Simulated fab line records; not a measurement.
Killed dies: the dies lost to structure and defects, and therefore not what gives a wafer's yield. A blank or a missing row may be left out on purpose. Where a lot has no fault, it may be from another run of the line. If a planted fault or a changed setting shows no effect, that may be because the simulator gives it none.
2 desks, one fault -- flow n5_finfet -- each desk holds nothing but its own numbers, with what lay behind them at the end

## THE TOOL OWNER'S DESK: pvd_sputter-01
The tool's own readings at N5_BEOL_M3_HM_DEP_02 (deposits TiN, target thk 20 nm): means of the sampled wafers that have a number, for each lot that ran on this tool. If a lot's mean is further than 4 standard deviations from the usual mean, the lot is out of limits and carries the mark OUT (the distance appears in the brackets).
Columns: A = throttle_valve_pct at N5_BEOL_M3_HM_DEP_02, usual 29.9 %
lot,first seen here,A
L815,day 7 04:13,29.9
L820,day 8 12:20,30.3
L829,day 10 17:44,30.1
L831,day 11 20:14,30.1
L832,day 11 21:01,30.2
Result from this desk: across the 5 lots, nothing is out of limits.

## METROLOGY DESK
What the gauges read for every lot (on any tool): the sampled wafers with a number, averaged. If a lot's mean is further than 4 standard deviations from the usual mean, the lot is out of limits and carries the mark OUT (the distance appears in the brackets). It has 12 readings; the 7 that lie furthest out on some lot are the ones shown.
Columns: A = cd_nm at N5_BEOL_M3_CD_MEAS_35, usual 18.08 nm; B = DIBL_P at N5_BEOL_M4_RC_MEAS_101, usual 35.4 mV/V; C = IOFF_N at N5_BEOL_M4_RC_MEAS_101, usual 0.152 nA/um; D = ION_N at N5_BEOL_M4_RC_MEAS_101, usual 672 uA/um; E = SS_N at N5_BEOL_M4_RC_MEAS_101, usual 71.4 mV/dec; F = VT_N at N5_BEOL_M4_RC_MEAS_101, usual 251 mV; G = VT_P at N5_BEOL_M4_RC_MEAS_101, usual -251 mV
lot,first seen here,A,B,C,D,E,F,G
L815,day 7 06:53,17.76,33.6,0.124,663,70.7,254,-252
L820,day 8 14:27,18.28,36.6,0.159,679,71.2,248,-247
L830,day 11 03:06,18.00,33.7,0.120,656,70.9,255,-251
L837,day 13 18:01,17.93,33.5,0.119,665,70.9,255,-251
Result from this desk: across the 4 lots, nothing is out of limits.

## BROUGHT TOGETHER
Nothing out of limits was seen by the tool owner's desk.
At the metrology desk, nothing out of limits was observed.

## WHAT THE SIMULATOR HAD PUT IN
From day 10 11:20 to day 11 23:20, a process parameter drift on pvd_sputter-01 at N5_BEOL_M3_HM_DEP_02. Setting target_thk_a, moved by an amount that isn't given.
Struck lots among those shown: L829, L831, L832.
